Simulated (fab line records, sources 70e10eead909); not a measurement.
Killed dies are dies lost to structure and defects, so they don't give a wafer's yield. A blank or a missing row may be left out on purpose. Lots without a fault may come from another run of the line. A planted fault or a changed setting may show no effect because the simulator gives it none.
Chamber matching | flow nand_harc | NHARC_A_STAIRCASE_ETCH_444 on rie_diel-05: 4 sister chambers
The step etches the open film in C4F8/O2, target depth 10200 nm, time 3400 s. 8 wafers are shown with their chamber, then 8 later ones without.

WAFERS WITH THEIR CHAMBER
wafer  | chamber | rf_vpp_V (V) | oes_product_au (a.u.)
L085.5 | 1       | 809          | 0.942
L086.2 | 0       | 801          | 0.973
L086.3 | 1       | 810          | 0.944
L086.5 | 0       | 802          | 0.972
L089.2 | 3       | 801          | 0.918
L089.3 | 2       | 807          | 0.928
L089.5 | 3       | 801          | 0.924
L092.1 | 2       | 807          | 0.930

WAFERS WITHOUT THEIR CHAMBER
wafer  | rf_vpp_V (V) | oes_product_au (a.u.)
L092.5 | 808          | 0.932
L092.6 | 809          | 0.913
L096.1 | 800          | 0.916
L096.2 | 809          | 0.922
L096.3 | 801          | 0.917
L097.2 | 808          | 0.918
L097.3 | 800          | 0.912
L097.6 | 801          | 0.912

WHICH CHAMBER EACH WENT THROUGH
wafer  | from the rows above | in truth
L092.5 | 2                   | 2
L092.6 | 2                   | 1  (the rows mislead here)
L096.1 | 3                   | 3
L096.2 | 2                   | 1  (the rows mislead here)
L096.3 | 3                   | 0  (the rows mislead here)
L097.2 | 2                   | 2
L097.3 | 3                   | 3
L097.6 | 3                   | 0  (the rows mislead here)
Placed correctly: 4 of 8. Can't be placed from these rows: 0. Placed wrongly: 4.
How it was worked out, from the rows above alone: a wafer's distance from a chamber is the root of the sum, over the readings, of the square of ((its reading less the chamber's mean) divided by the reading's scatter). The wafer belongs to the nearest chamber; if the next one is less than 2 further off, it can't be placed. A chamber's mean is the mean of its shown wafers. The scatter: the root of (the sum of the squares of (reading less its chamber's mean) over the shown wafers, divided by (wafers less chambers)).
